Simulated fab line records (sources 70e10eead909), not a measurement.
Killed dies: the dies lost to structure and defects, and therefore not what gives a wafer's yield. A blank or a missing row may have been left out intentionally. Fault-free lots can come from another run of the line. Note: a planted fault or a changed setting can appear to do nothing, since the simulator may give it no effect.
Matching of chambers | flow nand harc | pecvd-04 running NHARC_A_STAIRCASE_DEP_471: 3 sister chambers
The step deposits SiO2, target thk 100 nm. 6 wafers are shown with their chamber, then 7 later ones without.

## WAFERS WITH THEIR CHAMBER
wafer  | chamber | throttle valve pct (%) | heater power w (W)
L080.1 | 2       | 16.4                   | 479
L087.5 | 2       | 16.5                   | 570
L088.3 | 1       | 15.9                   | 471
L088.6 | 1       | 15.9                   | 466
L089.1 | 0       | 16.6                   | 490
L089.5 | 0       | 16.6                   | 494

## WAFERS MISSING THEIR CHAMBER
wafer  | throttle valve pct (%) | heater power w (W)
L089.6 | 16.0                   | 435
L092.1 | 16.6                   | 607
L092.3 | 15.8                   | 454
L092.5 | 16.7                   | 630
L097.1 | 16.5                   | 596
L097.3 | 15.5                   | 530
L097.4 | 16.4                   | 582

## THE CHAMBER EACH PASSED THROUGH
wafer  | from the rows above     | in truth
L089.6 | 1                       | 1
L092.1 | can't be placed: 0 or 2 | 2
L092.3 | 1                       | 1
L092.5 | 0                       | 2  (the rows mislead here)
L097.1 | can't be placed: 2 or 0 | 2
L097.3 | 1                       | 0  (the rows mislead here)
L097.4 | 2                       | 2
Correctly placed: 3 of 7. These rows do not allow placing 2 (true chamber among the candidates in 2). Placed wrongly: 2.
How it was worked out, from the rows above alone: a wafer's distance from a chamber is the root of the sum, over the readings, of the square of ((its reading less the chamber's mean) divided by the reading's scatter). If the next closest chamber is less than 2 further off than the closest, the wafer can't be placed; otherwise it belongs to the closest. A chamber's mean is the mean of its shown wafers. How the scatter is found: for the shown wafers, subtract from each reading the mean of its chamber, square and add these, divide the total by (wafers less chambers), then take the root.
